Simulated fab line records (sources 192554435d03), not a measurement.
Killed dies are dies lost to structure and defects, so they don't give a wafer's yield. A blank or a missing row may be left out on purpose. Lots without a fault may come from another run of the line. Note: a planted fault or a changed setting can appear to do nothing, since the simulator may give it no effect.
Lot-split experiment ; flow n5 finfet ; on a route of 1938 steps: 7 lots, 21 wafers read

SPLIT DETAILS
At N5_BEOL_M2_ILD_DEP_00 (deposits SiOC from DEMS/O2, target thk 79 nm, time 15.3 s), the setting time s was moved away from the recipe's 15.3 s on 10 of the 21 wafers read, by -14.6% to +13.3%. This setting was run at the recipe's value on the other wafers.

The file shows no step between the split and the reading.

THE READING
At N5_BEOL_M2_THK_MEAS_01: M2_ILD_THK, given in nm. On this fab line, fault-free wafers typically give 79.1 nm with a standard deviation of 0.91 nm.

wafer;tool, chamber at the split;time s as run, s;against the recipe;M2_ILD_THK, nm;against lot-mates on the recipe
L074.2;pecvd-02, 0;15.3;recipe;78.9;-
L074.3;pecvd-02, 2;15.3;recipe;78.0;-
L074.5;pecvd-02, 1;15.3;recipe;79.3;-
L081.3;pecvd-02, 0;16.31;+6.6%;83.3;+3.9
L081.4;pecvd-02, 2;15.3;recipe;79.4;-
L081.5;pecvd-02, 1;16.31;+6.6%;84.8;+5.4
L084.1;pecvd-01, 0;16.48;+7.7%;85.3;+5.0
L084.4;pecvd-01, 0;16.48;+7.7%;85.4;+5.1
L084.6;pecvd-01, 2;15.3;recipe;80.3;-
L088.2;pecvd-01, 2,0;15.3;recipe;79.3;-
L088.5;pecvd-01, 2,0;15.3;recipe;79.2;-
L088.6;pecvd-01, 1;13.06;-14.6%;67.9;-11.3
L089.2;pecvd-03, 1;16.94;+10.7%;85.8;+7.2
L089.5;pecvd-03, 1;16.94;+10.7%;87.7;+9.1
L089.6;pecvd-03, 0;15.3;recipe;78.6;-
L092.1;pecvd-03, 1;15.3;recipe;77.5;-
L092.3;pecvd-03, 0;17.33;+13.3%;88.1;+9.8
L092.4;pecvd-03, 0;15.3;recipe;79.2;-
L093.1;pecvd-01, 2;14.26;-6.8%;74.0;-5.5
L093.5;pecvd-01, 0;15.3;recipe;79.5;-
L093.6;pecvd-01, 2;14.26;-6.8%;74.9;-4.6
The file does not say which wafer passed through which chamber wherever a row lists several chambers: such a row stands for several wafers.

THE FIT
A straight line over all 21 wafers: M2_ILD_THK changes by +0.733 nm for each +1% of time s; r = +0.99; the points scatter about the line by 0.76 nm.
The same after taking each lot's own level away (the mean of its wafers on the recipe; 21 wafers): +0.742 nm for each +1%; r = +0.99; scatter 0.6 nm.
Per that fit: largest time s move, reading shift of 11 nm.
The span of the lots' own levels, 78.35 to 80.30 nm, comes to 2.1 times the standard deviation stated above.
So the lot-to-lot level changes the slope little: the two slopes agree.
Check: for one of the wafers moved furthest among these (-14.6%), held out of the fit, the line's prediction against its lot-mates is -10.7 nm. It came out at -11.3 nm against them.

FURTHER SPLITS ON THESE WAFERS
Other splits were also applied to these wafers ahead of the reading. Each is held against what the fit with the lots' levels taken away leaves over:
other split on the same wafers;wafers away from the commonest value;r with M2_ILD_THK (lot level and that fit taken away)
N5_BEOL_M1_COAT_61 spin rpm;7;+0.15
N5_BEOL_M1_COAT_05 spin rpm;10;-0.23
N5_BEOL_M1_CMP_52 down force psi;6;+0.04

THE WHOLE CHAIN: every reading that the file lists as answering this split, in the file's order
step;what it does;reading;change (the file's fit);r (the file's)
N5_BEOL_M2_ILD_DEP_00;deposits SiOC from DEMS/O2, target thk 79 nm, time 15.3 s;SiOC_of_BEOL_M2_ILD_DEP_00.thk nm (the simulator's own value, which no gauge read);+0.741 nm for each +1% of the setting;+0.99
N5_BEOL_M2_THK_MEAS_01;;M2_ILD_THK;+0.744 for each +1% of the setting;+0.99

THE FILE'S OWN FIT
M2_ILD_THK changes by +0.744 nm for each +1% of time s, r = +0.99.
